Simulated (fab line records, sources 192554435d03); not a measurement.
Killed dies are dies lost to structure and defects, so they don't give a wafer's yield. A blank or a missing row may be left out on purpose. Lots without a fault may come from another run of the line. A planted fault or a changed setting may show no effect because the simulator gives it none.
A struck lot beside a sound one | flow n5_finfet | 16 steps out of a route of 1938
Sound: wafers L465.3, L465.4, L465.6. Struck: wafers L470.2, L470.6. The cause comes at the end.
At each step with rows: each side's tool, then ch and its chambers, then its first start. Under that, the readings that differ: sound wafers | struck wafers | difference of the means | sigmas: that difference in standard deviations of wafers without a fault.
alike: readings whose means differ by less than 2 such deviations, and words and numbers that are the same on both sides. not compared: withheld readings, readings that some wafer has no value for, bounds like >300 that may hide the same value, and numbers for which the record gives no deviation and whose values overlap.
The two part at a step that has a row with sigmas, a row that says differs or no value, or rows on one side only. Numbers that don't overlap but have no deviation are shown without sigmas and don't part them. A reading that every wafer of one side lacks parts them only if that side has two wafers or more.

first, 1 step without rows for these wafers: N5_HKMG_FIN_DESCUM_53 (chemistry O2, time 7.9 s).
N5_HKMG_FIN_ETCH_54: etches SiARC in CF4, target depth 45.5 nm, time 75.8 s.
  sound on rie_diel-03 ch 1,2,3, day 4 19:43; struck on rie_diel-06 ch 0,1, day 6 01:10
  alike: drypump_motor_current_A, etch_rf_on_time_s, oes_product_au, rf_vpp_V, showerhead_plenum_p_Torr, throttle_valve_pct
  not compared: rf_hours_counter_h
N5_HKMG_FIN_ETCH_55: etches SOC in N2/H2, target depth 240 nm, time 300 s.
  sound on rie_diel-03 ch 1,2,3, day 4 19:46; struck on rie_diel-06 ch 0,1, day 6 01:13
  alike: drypump_motor_current_A, oes_product_au, rf_vpp_V, showerhead_plenum_p_Torr, temp_c, throttle_valve_pct
  not compared: rf_hours_counter_h
then, 1 step without rows for these wafers: N5_HKMG_FIN_STRIP_56 (strips in N2/H2).
N5_HKMG_FIN_STRIP_57: strips in CF4.
  sound on rie_diel-03 ch 1,2,3, day 4 19:58; struck on rie_diel-06 ch 0,1, day 6 01:25
  alike: bias_power_w, drypump_motor_current_A, oes_product_au, rf_vpp_V, showerhead_plenum_p_Torr, throttle_valve_pct
  not compared: rf_hours_counter_h
N5_HKMG_FIN_ETCH_58: etches SOC in N2/H2, target depth 215.8 nm, time 741 s.
  sound on rie_diel-03 ch 1,2,3, day 4 19:59; struck on rie_diel-06 ch 0,1, day 6 01:26
  alike: drypump_motor_current_A, oes_product_au, rf_vpp_V, showerhead_plenum_p_Torr, throttle_valve_pct
  not compared: rf_hours_counter_h
N5_HKMG_FIN_STRIP_93: strips SOC in N2/H2, time 20 s.
  sound on rie_diel-03 ch 1,2,3, day 4 20:25; struck on rie_diel-06 ch 0,1, day 6 01:51
  alike: bias_power_w, drypump_motor_current_A, oes_product_au, rf_vpp_V, showerhead_plenum_p_Torr, temp_c, throttle_valve_pct
  not compared: rf_hours_counter_h
then, 5 steps without rows for these wafers: N5_HKMG_FIN_WET_ETCH_76 (etches Al2O3 in dNH4OH, stops on La2O3, target depth 2.25 nm, rinse time 30 s); N5_HKMG_FIN_STRIP_60 (strips in N2/H2, time 360 s); N5_HKMG_FIN_WET_ETCH_77 (etches La2O3 in dHCl, stops on HfO2, target depth 2 nm); N5_HKMG_FIN_WET_ETCH_78 (etches Al2O3 in dNH4OH, stops on La2O3, target depth 4.5 nm, rinse time 30 s); N5_HKMG_FIN_ALD_79 (deposits TiN, target thk 1.5 nm, pulse time 1 s, purge time 3 s).
N5_HKMG_FIN_CVD_62: deposits a-Si from Si2H6, target thk 3 nm, time 20.8 s.
  sound on thermal_cvd_si-02 ch 0,1, day 4 21:25; struck on thermal_cvd_si-01 ch 0, day 6 03:20
  reading                                   | sound     | struck  | difference | sigmas
  model.a-Si_of_HKMG_FIN_CVD_62.thk_nm (nm) | 3.2 3 3.2 | 2.2 2.2 | -0.9       |
  alike: heater_power_w
then, 1 step without rows for these wafers: N5_HKMG_FIN_RTA_80 (time 2 s).
-- the record jumps here: 4 days lie between the struck wafers' starts before and after (it left off in module HKMG_FIN and takes up again in module BEOL_M4, whose first step shown is number 1111 of the route) --
N5_BEOL_M4_RC_MEAS_101:
  sound on prober-02 ch 0, day 8 19:25; struck on prober-01 ch 0, day 10 11:53
  alike: DIBL_N, DIBL_P, IOFF_N, IOFF_P, ION_N, ION_P, SS_N, SS_P, VT_N, VT_P
-- the record jumps here: 4 days lie between the struck wafers' starts before and after (it left off in module BEOL_M4 and takes up again in module PASSIVATION, whose first step shown is number 1936 of the route) --
N5_PASSIVATION_PROBE_49:
  the record has rows for the struck wafers here (prober-01, day 14 13:37) and none for the sound ones

WHERE THEY PART
Only at N5_PASSIVATION_PROBE_49, within this record.

WHY: what the simulator had put in
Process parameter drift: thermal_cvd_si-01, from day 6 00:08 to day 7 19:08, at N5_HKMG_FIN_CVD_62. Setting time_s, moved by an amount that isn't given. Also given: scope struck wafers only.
